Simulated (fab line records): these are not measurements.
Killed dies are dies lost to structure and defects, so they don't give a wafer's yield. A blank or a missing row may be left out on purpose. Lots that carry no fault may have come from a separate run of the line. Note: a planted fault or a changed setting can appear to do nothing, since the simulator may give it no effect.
Chamber matching    flow n5 finfet    uv cure-01 running N5_BEOL_M6_CURE_74: 3 sister chambers
The step cures SiCOH lowk, time 240 s. 3 wafers are shown with their chamber, then 12 later ones without.

== EACH WAFER AND ITS CHAMBER ==
wafer   chamber  wafer_temp_C_max
L086.5  0        386.8
L093.4  2        387.5
L094.6  1        386.8

== WAFERS WITHOUT THEIR CHAMBER ==
wafer   wafer_temp_C_max
L094.2  386.3
L094.3  386.4
L094.4  386.5
L097.2  386.6
L097.4  386.0
L097.5  386.7
L096.1  386.5
L096.2  386.5
L096.4  386.7
L095.2  386.9
L095.3  387.2
L095.4  386.4

== WHICH CHAMBER EACH ONE RAN IN ==
wafer   from the rows above           in truth
L094.2  can't be placed: 0 or 1 or 2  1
L094.3  can't be placed: 0 or 1 or 2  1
L094.4  can't be placed: 0 or 1 or 2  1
L097.2  can't be placed: 0 or 1 or 2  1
L097.4  can't be placed: 0 or 1 or 2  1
L097.5  can't be placed: 0 or 1 or 2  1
L096.1  can't be placed: 0 or 1 or 2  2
L096.2  can't be placed: 0 or 1 or 2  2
L096.4  can't be placed: 0 or 1 or 2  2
L095.2  can't be placed: 0 or 1 or 2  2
L095.3  can't be placed: 2 or 0 or 1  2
L095.4  can't be placed: 0 or 1 or 2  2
0 of 12 placed correctly. Not placeable from these rows: 12 (in 12, the candidates include the true chamber). Placed wrongly: 0.
How it was worked out, from the rows above alone: a wafer's distance from a chamber is the root of the sum, over the readings, of the square of ((its reading less the chamber's mean) divided by the reading's scatter). The wafer belongs to the nearest chamber; if the next one is less than 2 further off, it can't be placed. For every chamber, the mean is computed from those of its wafers that are shown. The scatter: root of mean squared gap, hidden wafer to nearest shown wafer, with one shown wafer a chamber.
